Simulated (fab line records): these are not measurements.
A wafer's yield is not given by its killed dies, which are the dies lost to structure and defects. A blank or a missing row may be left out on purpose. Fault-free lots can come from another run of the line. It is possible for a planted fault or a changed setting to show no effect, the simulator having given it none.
Split-lot trial | flow n5 finfet | 21 wafers read across 7 lots, on a route 1938 steps long

ON THE SPLIT
At N5_BEOL_M10_VIA_ETCH_34 (etches SiCOH lowk in C4F6/O2, target depth 184.5 nm, time 69.2 s), the setting time s was moved away from the recipe's 69.2 s on 9 of the 21 wafers read, by -20.9% to +18.7%. For the rest of the wafers, this setting stayed at what the recipe calls for.

The reading is taken at the split's own step.

THE READING
SOC_of_BEOL_M10_COAT_63.thk nm (the simulator's own value, which no gauge read), in nm, at N5_BEOL_M10_VIA_ETCH_34 (etches SiCOH lowk in C4F6/O2, target depth 184.5 nm, time 69.2 s). No usual value for it is given in the file. Here, 12 wafers ran the recipe; their average is 92.0 nm with a standard deviation of 0.3 nm.

wafer  | tool, chamber at the split | time s as run, s | against the recipe | SOC_of_BEOL_M10_COAT_63.thk nm, nm | against lot-mates on the recipe
L077.1 | rie diel-04, 3             | 69.2             | recipe             | 91.8                               | -
L077.4 | rie diel-04, 3             | 69.2             | recipe             | 91.6                               | -
L077.6 | rie diel-04, 1             | 64.78            | -6.4%              | 92.2                               | +0.5
L080.2 | rie diel-04, 3             | 77.51            | +12.0%             | 90.8                               | -1.2
L080.5 | rie diel-04, 0             | 69.2             | recipe             | 92                                 | -
L080.6 | rie diel-04, 1             | 69.2             | recipe             | 92                                 | -
L082.4 | rie diel-04, 2             | 59.89            | -13.5%             | 93.2                               | +1.0
L082.5 | rie diel-04, 0             | 69.2             | recipe             | 92                                 | -
L082.6 | rie diel-04, 3             | 69.2             | recipe             | 92.4                               | -
L090.3 | rie diel-03, 0             | 54.75            | -20.9%             | 93.2                               | +1.4
L090.5 | rie diel-03, 1             | 54.75            | -20.9%             | 93.4                               | +1.6
L090.6 | rie diel-03, 2             | 69.2             | recipe             | 91.8                               | -
L092.1 | rie diel-02, 2             | 82.16            | +18.7%             | 90.6                               | -1.4
L092.4 | rie diel-02, 0             | 82.16            | +18.7%             | 90.4                               | -1.6
L092.5 | rie diel-02, 2             | 69.2             | recipe             | 92                                 | -
L089.2 | rie diel-02, 0             | 58.77            | -15.1%             | 92.6                               | +1.2
L089.3 | rie diel-02, 1             | 58.77            | -15.1%             | 92.6                               | +1.2
L089.5 | rie diel-02, 2             | 69.2             | recipe             | 91.4                               | -
L096.3 | rie diel-02, 2             | 69.2             | recipe             | 92.4                               | -
L096.5 | rie diel-02, 0             | 69.2             | recipe             | 92                                 | -
L096.6 | rie diel-02, 1             | 69.2             | recipe             | 92.4                               | -

THE FIT
A straight line over all 21 wafers: SOC_of_BEOL_M10_COAT_63.thk nm changes by -0.0688 nm for each +1% of time s; r = -0.93; the points scatter about the line by 0.3 nm.
The same after taking each lot's own level away (the mean of its wafers on the recipe; 21 wafers): -0.0782 nm for each +1%; r = -0.99; scatter 0.13 nm.
On that fit, the largest move of time s shifts the reading by 1.6 nm.
Measured against the standard deviation above, the lots' own levels, which go from 91.40 to 92.27 nm, span 2.9 times it.
In other words, the slope is changed by the lot-to-lot level; the two fits disagree.
Check: +1.66 nm against its lot-mates is what the line predicts for one of the wafers moved furthest among these (-20.9%) when that wafer is left out of the fit. Against them it came out at +1.4 nm.

FURTHER SPLITS ON THESE WAFERS
Other splits were also applied to these wafers ahead of the reading. Each is held against what the fit with the lots' levels taken away leaves over:
other split on the same wafers     | wafers away from the commonest value | r with SOC_of_BEOL_M10_COAT_63.thk nm (lot level and that fit taken away)
N5_BEOL_M4_COAT_73 spin rpm        | 4                                    | -0.04
N5_BEOL_M5_COAT_74 spin rpm        | 7                                    | -0.43
N5_BEOL_M5_COAT_22 spin rpm        | 5                                    | -0.09
N5_BEOL_M7_VIA_ETCH_34 bias w      | 6                                    | -0.09
N5_BEOL_M7_TRENCH_ETCH_37 source w | 8                                    | +0.23
N5_BEOL_M8_DESCUM_16 time s        | 8                                    | -0.01
N5_BEOL_M8_COAT_22 spin rpm        | 5                                    | +0.14
N5_BEOL_M10_PEB_26 peb time s      | 7                                    | -0.03

THE WHOLE CHAIN: every reading that the file lists as answering this split, in the file's order
step                    | what it does                                                     | reading                                                                         | change (the file's fit)                | r (the file's)
N5_BEOL_M10_VIA_ETCH_34 | etches SiCOH lowk in C4F6/O2, target depth 184.5 nm, time 69.2 s | etch.depth nm (the simulator's own value, which no gauge read)                  | +1.81 nm for each +1% of the setting   | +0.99
N5_BEOL_M10_VIA_ETCH_34 | etches SiCOH lowk in C4F6/O2, target depth 184.5 nm, time 69.2 s | SOC_of_BEOL_M10_COAT_63.thk nm (the simulator's own value, which no gauge read) | -0.0787 nm for each +1% of the setting | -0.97

THE FILE'S OWN FIT
SOC_of_BEOL_M10_COAT_63.thk nm changes by -0.0787 nm for each +1% of time s, r = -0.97.
